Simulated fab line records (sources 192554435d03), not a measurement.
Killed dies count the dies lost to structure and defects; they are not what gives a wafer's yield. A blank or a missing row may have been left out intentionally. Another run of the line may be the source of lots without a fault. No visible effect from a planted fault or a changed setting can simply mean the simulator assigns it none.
Split-lot study    flow n5 finfet    route with 1938 steps; 7 lots, 21 wafers read

## THE SPLIT
At N5_BEOL_M15_PEB_26 (peb time 90 s), the setting peb time s was moved away from the recipe's 90 s on 7 of the 21 wafers read, by -19.9% to +15.0%. The other wafers ran this setting at the recipe's value.

## FROM THE SPLIT TO THE READING: what the file shows between them, 2 steps
- N5_BEOL_M15_DEVELOP_27: develop time 45 s
- N5_BEOL_M15_HARDBAKE_32: time 120 s

## THE READING
cd nm (nm) at N5_BEOL_M15_CD_MEAS_28, where the cd target is 407.6 nm. A value of 408.0 nm with a standard deviation of 1.5 nm is what fault-free wafers of this fab line usually give.

wafer   tool, chamber at the split  peb time s as run, s  against the recipe  cd nm, nm  against lot-mates on the recipe
L074.2  litho track-03, 0           90                    recipe              407.8      -
L074.4  litho track-03, 0           90                    recipe              407.0      -
L074.6  litho track-03, 0           90                    recipe              407.1      -
L076.1  litho track-04, 0           90                    recipe              407.1      -
L076.4  litho track-04, 0           90                    recipe              405.2      -
L076.6  litho track-04, 0           78.33                 -13.0%              401.3      -4.8
L080.1  litho track-05, 0           102.5                 +13.9%              413.0      +7.1
L080.4  litho track-05, 0           102.5                 +13.9%              409.6      +3.7
L080.5  litho track-05, 0           90                    recipe              405.9      -
L089.1  litho track-04, 0           83.16                 -7.6%               407.7      -1.8
L089.3  litho track-04, 0           90                    recipe              409.6      -
L089.5  litho track-04, 0           90                    recipe              409.3      -
L083.1  litho track-05, 0           90                    recipe              409.7      -
L083.3  litho track-05, 0           72.11                 -19.9%              399.6      -10.1
L083.5  litho track-05, 0           72.11                 -19.9%              400.0      -9.7
L097.1  litho track-03, 0           103.5                 +15.0%              413.8      +5.1
L097.2  litho track-03, 0           90                    recipe              408.7      -
L097.5  litho track-03, 0           90                    recipe              408.7      -
L096.3  litho track-03, 0           90                    recipe              407.7      -
L096.5  litho track-03, 0           90                    recipe              408.9      -
L096.6  litho track-03, 0           90                    recipe              406.9      -

THE FIT
A straight line over all 21 wafers: cd nm changes by +0.361 nm for each +1% of peb time s; r = +0.90; the points scatter about the line by 1.6 nm.
The same after taking each lot's own level away (the mean of its wafers on the recipe; 21 wafers): +0.426 nm for each +1%; r = +0.97; scatter 0.99 nm.
According to that fit, moving peb time s by its largest amount changes the reading by 8.5 nm.
Across the lots, their own levels run from 405.90 to 409.70 nm, a range of 2.5 times the standard deviation given above.
Hence the slope depends on the lot-to-lot level, as the two fits are not the same.
Check: for one of the wafers moved furthest among these (-19.9%), held out of the fit, the line's prediction against its lot-mates is -8.07 nm. It came out at -10.1 nm against them.

## THE WHOLE CHAIN: every reading that the file lists as answering this split, in the file's order
step                        what it does                                                   reading                                                          change (the file's fit)                r (the file's)
N5_BEOL_M15_CD_MEAS_28      target cd 407.6 nm                                             cd nm                                                            +0.408 nm for each +1% of the setting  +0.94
N5_BEOL_M15_DESCUM_33       chemistry O2, time 7.9 s                                       BEOL_M15.cd nm (the simulator's own value, which no gauge read)  +0.399 nm for each +1% of the setting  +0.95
N5_BEOL_M15_TRENCH_ETCH_34  etches SiO2 in C4F8/O2/Ar, target depth 872.93 nm, time 199 s  BEOL_M15.cd nm (the simulator's own value, which no gauge read)  +0.381 nm for each +1% of the setting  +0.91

## THE FILE'S OWN FIT
cd nm changes by +0.408 nm for each +1% of peb time s, r = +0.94.
